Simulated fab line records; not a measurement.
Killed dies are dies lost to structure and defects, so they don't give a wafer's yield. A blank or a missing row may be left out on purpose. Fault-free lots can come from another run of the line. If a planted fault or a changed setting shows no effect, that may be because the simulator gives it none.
The tool behind it: which one? -- flow nand-harc -- 69 wafers from 23 lots sampled at 2 of the route's 1302 steps

== WHAT THE GAUGES SHOWED, per wafer ==
NHARC_A_SOURCE_PLATE_INSPECT_08.
lot,measured,on,raw-defect-count
L074,day 8 00:03,defect-inspect-01,124 145 94
L076,day 8 17:46,defect-inspect-01,137 101 75
L075,day 8 17:47,defect-inspect-01,38 55 56
L077,day 9 02:34,defect-inspect-02,36 52 56
L078,day 9 07:14,defect-inspect-02,47 50 43
L079,day 10 01:52,defect-inspect-02,82 55 54
L080,day 10 01:52,defect-inspect-01,64 50 24
L081,day 10 15:50,defect-inspect-01,42 24 26
L083,day 11 15:37,defect-inspect-02,44 22 29
L084,day 11 15:37,defect-inspect-01,53 41 47
L085,day 12 01:21,defect-inspect-01,78 82 142
L086,day 12 17:41,defect-inspect-02,74 56 79
L087,day 12 23:00,defect-inspect-02,40 97 62
L088,day 13 16:23,defect-inspect-01,31 48 48
L089,day 13 16:23,defect-inspect-02,102 91 92
L090,day 14 09:01,defect-inspect-01,86 53 64
L091,day 14 18:30,defect-inspect-02,46 31 50
L092,day 15 06:08,defect-inspect-02,70 85 107
L093,day 15 14:04,defect-inspect-01,119 88 128
L094,day 16 01:21,defect-inspect-01,92 40 26
L095,day 16 10:47,defect-inspect-01,64 60 73
L096,day 17 00:15,defect-inspect-02,90 44 65
L097,day 17 03:53,defect-inspect-02,113 38 40

NHARC_A_ONON_D1_THK_MEAS_11: measures by ellipsometry.
lot,measured,on,thk-nm (nm)
L074,day 8 02:20,film-metro-01,994 995 995
L076,day 8 20:02,film-metro-01,986 986 987
L075,day 8 20:05,film-metro-02,991 989 989
L077,day 9 04:51,film-metro-01,987 989 987
L078,day 9 09:31,film-metro-01,989 990 991
L079,day 10 04:08,film-metro-02,986 985 985
L080,day 10 04:09,film-metro-01,1010 1010 1010
L081,day 10 18:07,film-metro-01,994 993 994
L083,day 11 17:54,film-metro-01,1001 1003 1002
L084,day 11 17:57,film-metro-02,1001 1002 1002
L085,day 12 03:38,film-metro-01,990 989 989
L086,day 12 19:58,film-metro-01,1017 1018 1019
L087,day 13 01:19,film-metro-01,993 992 992
L088,day 13 18:41,film-metro-01,1005 1006 1007
L089,day 13 18:56,film-metro-01,1011 1013 1014
L090,day 14 11:17,film-metro-01,997 999 998
L091,day 14 20:46,film-metro-01,1002 1003 1002
L092,day 15 08:25,film-metro-02,1011 1013 1011
L093,day 15 16:20,film-metro-01,996 995 996
L094,day 16 03:38,film-metro-01,992 991 992
L095,day 16 13:04,film-metro-02,995 994 994
L096,day 17 02:32,film-metro-01,988 988 989
L097,day 17 06:11,film-metro-02,989 989 990

== WHAT TOOL EACH LOT RAN ON (gives the tool, then ch and the chambers of the sampled wafers, and finally the start) ==
Before these readings, the record contains no process step.

== WHAT THE TOOLS THEMSELVES READ (means of the sampled wafers that have a number; where no wafer has one, the mark that the record gives instead) ==
The record holds no such reading with a usual standard deviation.

== THE ANSWER, worked out from the rows above alone ==
Rule: what is usual is taken from the lots themselves. Put in order of their means at a reading, lots are off if they are a third of the lots or fewer, leave a main group of 4 or more, and stand apart from it by a gap of 3 or more times the standard deviation of the main group's means; of several such gaps the widest counts. A main group whose means are all the same, to the digits that the tables above print for the reading, isn't used. A lot without any number at a reading at which 4 lots or more have one is off too. All remaining lots with rows at the step are treated as sound. The gauges are gone through in route order, then the tools' own readings, and for those a lot's mean is taken as printed above. The first step at which some lot is off is used, and at that step the reading that is off furthest; a lot without a number counts as furthest.
Across all readings shown, no lot is off: no conclusion can be drawn from this.

== WHAT THE SIMULATOR HAD PUT IN ==
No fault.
